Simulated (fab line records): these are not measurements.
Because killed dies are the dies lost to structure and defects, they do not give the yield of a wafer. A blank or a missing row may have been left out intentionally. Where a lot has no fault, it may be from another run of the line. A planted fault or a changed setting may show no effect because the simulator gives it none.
Matching of chambers | flow nandHarc | 4 sister chambers for NHARC_P_BONDPAD_CMP_19 on cmp-02
The step polishes, t overpolish 30 s, cu recess touch 16 s, target thk 160.81 nm. 7 wafers are shown with their chamber, then 9 later ones without.

## EACH WAFER AND ITS CHAMBER
wafer  | chamber | motorCurrentA (A) | overpolishRunS (s)
L077.2 | 0       | 12.2              | 29.988
L082.6 | 2       | 11.8              | 30.000
L084.5 | 2       | 11.6              | 29.982
L084.6 | 3       | 13.1              | 29.994
L089.2 | 1       | 13.0              | 30.011
L089.3 | 3       | 13.1              | 30.001
L089.5 | 1       | 12.8              | 29.990

## WAFERS WHOSE CHAMBER IS MISSING
wafer  | motorCurrentA (A) | overpolishRunS (s)
L091.1 | 13.2              | 30.022
L091.5 | 12.6              | 30.001
L091.6 | 11.8              | 30.004
L093.2 | 10.9              | 30.009
L093.3 | 12.4              | 30.012
L093.6 | 12.6              | 30.004
L096.1 | 11.6              | 29.996
L096.2 | 11.2              | 30.003
L096.3 | 12.3              | 30.002

## WHICH CHAMBER EACH ONE RAN IN
wafer  | from the rows above          | in truth
L091.1 | can't be placed: 3 or 1      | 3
L091.5 | can't be placed: 1 or 0 or 3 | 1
L091.6 | 2                            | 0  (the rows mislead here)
L093.2 | 2                            | 2
L093.3 | can't be placed: 0 or 1      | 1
L093.6 | can't be placed: 1 or 0 or 3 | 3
L096.1 | 2                            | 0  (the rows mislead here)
L096.2 | 2                            | 2
L096.3 | 0                            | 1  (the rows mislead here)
Correct placement for 2 of the 9. These rows do not allow placing 4 (true chamber among the candidates in 4). 3 placed wrongly.
How it was worked out, from the rows above alone: a wafer's distance from a chamber is the root of the sum, over the readings, of the square of ((its reading less the chamber's mean) divided by the reading's scatter). The wafer belongs to the nearest chamber; if the next one is less than 2 further off, it can't be placed. Each chamber's mean is taken over the wafers shown for it. The scatter: take each reading less its chamber's mean, square it, sum over the shown wafers, divide by the number of wafers less the number of chambers, and take the root.
